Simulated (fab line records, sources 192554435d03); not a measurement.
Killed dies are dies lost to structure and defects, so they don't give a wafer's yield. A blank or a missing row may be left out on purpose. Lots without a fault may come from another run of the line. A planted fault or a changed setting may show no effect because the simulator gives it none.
Split-lot experiment | flow n5_finfet | 7 lots, 39 wafers read, on a route of 1938 steps

THE SPLIT
At N5_BEOL_M1_DESCUM_33 (chemistry O2, time 7 s), the setting time_s was moved away from the recipe's 7 s on 15 of the 39 wafers read, by -24.7% to +33.8%. The other wafers ran this setting at the recipe's value.

The reading is taken at the split's own step.

THE READING
CAR-EUV_of_BEOL_M1_COAT_22.thk_nm (the simulator's own value, which no gauge read), in nm, at N5_BEOL_M1_DESCUM_33 (chemistry O2, time 7 s). The file gives no usual value for it. The 24 wafers here that ran the recipe average 26.1 nm, standard deviation 0.14 nm.

wafer  | tool, chamber at the split | time_s as run, s | against the recipe | CAR-EUV_of_BEOL_M1_COAT_22.thk_nm, nm | against lot-mates on the recipe
L075.1 | rie_diel-05, 3             | 7                | recipe             | 26                                    | -
L075.2 | rie_diel-05, 0,2           | 8.225            | +17.5%             | 25.4                                  | -0.5
L075.4 | rie_diel-05, 0,2           | 8.225            | +17.5%             | 25.4                                  | -0.5
L075.3 | rie_diel-05, 1             | 8.225            | +17.5%             | 25.2                                  | -0.7
L075.5 | rie_diel-05, 1,2           | 7                | recipe             | 25.8                                  | -
L075.6 | rie_diel-05, 1,2           | 7                | recipe             | 25.8                                  | -
L080.1 | rie_diel-03, 0             | 7                | recipe             | 25.8                                  | -
L080.2 | rie_diel-03, 3,2,3,0,2     | 7                | recipe             | 26                                    | -
L080.3 | rie_diel-03, 3,2,3,0,2     | 7                | recipe             | 26                                    | -
L080.4 | rie_diel-03, 3,2,3,0,2     | 7                | recipe             | 26                                    | -
L080.5 | rie_diel-03, 3,2,3,0,2     | 7                | recipe             | 26                                    | -
L080.6 | rie_diel-03, 3,2,3,0,2     | 7                | recipe             | 26                                    | -
L081.1 | rie_diel-02, 3,2,3         | 7                | recipe             | 26.2                                  | -
L081.4 | rie_diel-02, 3,2,3         | 7                | recipe             | 26.2                                  | -
L081.5 | rie_diel-02, 3,2,3         | 7                | recipe             | 26.2                                  | -
L081.2 | rie_diel-02, 0,2,0         | 9.366            | +33.8%             | 25                                    | -1.2
L081.3 | rie_diel-02, 0,2,0         | 9.366            | +33.8%             | 25                                    | -1.2
L081.6 | rie_diel-02, 0,2,0         | 9.366            | +33.8%             | 25                                    | -1.2
L093.1 | rie_diel-05, 0,3,3         | 7                | recipe             | 26.2                                  | -
L093.2 | rie_diel-05, 0,3,3         | 7                | recipe             | 26.2                                  | -
L093.6 | rie_diel-05, 0,3,3         | 7                | recipe             | 26.2                                  | -
L093.3 | rie_diel-05, 1,0,1         | 5.27             | -24.7%             | 27                                    | +0.8
L093.4 | rie_diel-05, 1,0,1         | 5.27             | -24.7%             | 27                                    | +0.8
L093.5 | rie_diel-05, 1,0,1         | 5.27             | -24.7%             | 27                                    | +0.8
L094.1 | rie_diel-02, 3,2           | 7                | recipe             | 26.2                                  | -
L094.5 | rie_diel-02, 3,2           | 7                | recipe             | 26.2                                  | -
L094.4 | rie_diel-02, 1             | 7                | recipe             | 26                                    | -
L096.1 | rie_diel-03, 0             | 9.368            | +33.8%             | 24.8                                  | -1.4
L096.2 | rie_diel-03, 1,2           | 9.368            | +33.8%             | 25                                    | -1.2
L096.5 | rie_diel-03, 1,2           | 9.368            | +33.8%             | 25                                    | -1.2
L096.3 | rie_diel-03, 3,2,3         | 7                | recipe             | 26.2                                  | -
L096.4 | rie_diel-03, 3,2,3         | 7                | recipe             | 26.2                                  | -
L096.6 | rie_diel-03, 3,2,3         | 7                | recipe             | 26.2                                  | -
L097.1 | rie_diel-03, 0,3,1         | 7                | recipe             | 26.2                                  | -
L097.2 | rie_diel-03, 0,3,1         | 7                | recipe             | 26.2                                  | -
L097.4 | rie_diel-03, 0,3,1         | 7                | recipe             | 26.2                                  | -
L097.3 | rie_diel-03, 2,0           | 5.361            | -23.4%             | 27                                    | +0.8
L097.5 | rie_diel-03, 2,0           | 5.361            | -23.4%             | 27                                    | +0.8
L097.6 | rie_diel-03, 1             | 5.361            | -23.4%             | 26.8                                  | +0.6
Where a row lists several chambers, the file gives one row for several wafers and doesn't say which wafer went through which chamber.

THE FIT
A straight line over all 39 wafers: CAR-EUV_of_BEOL_M1_COAT_22.thk_nm changes by -0.0351 nm for each +1% of time_s; r = -0.98; the points scatter about the line by 0.13 nm.
The same after taking each lot's own level away (the mean of its wafers on the recipe; 39 wafers): -0.0344 nm for each +1%; r = -0.99; scatter 0.079 nm.
On that fit, the largest move of time_s shifts the reading by 1.2 nm.
The lots' own levels span 25.87 to 26.20 nm, that is 2.4 times the standard deviation above.
So the lot-to-lot level changes the slope little: the two slopes agree.
Check: with one of the wafers moved furthest among these (+33.8%) left out of the fit, the line predicts -1.15 nm for it against its lot-mates. It came out at -1.4 nm against them.

OTHER SPLITS ON THESE WAFERS
These wafers also went through other splits before the reading. Each is held against what the fit with the lots' levels taken away leaves over:
other split on the same wafers           | wafers away from the commonest value | r with CAR-EUV_of_BEOL_M1_COAT_22.thk_nm (lot level and that fit taken away)
N5_ZERO_LAYER_DEVELOP_10 develop_time_s  | 9                                    | -0.29
N5_SD_EPI_N_DEVELOP_08 develop_time_s    | 9                                    | +0.33
N5_GATE_CUT_ETCH_58 time_s               | 15                                   | -0.14
N5_MOL_CONTACT_COAG_CVD_140 target_thk_a | 15                                   | -0.17

THE FILE'S OWN FIT
CAR-EUV_of_BEOL_M1_COAT_22.thk_nm changes by -0.0346 nm for each +1% of time_s, r = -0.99.
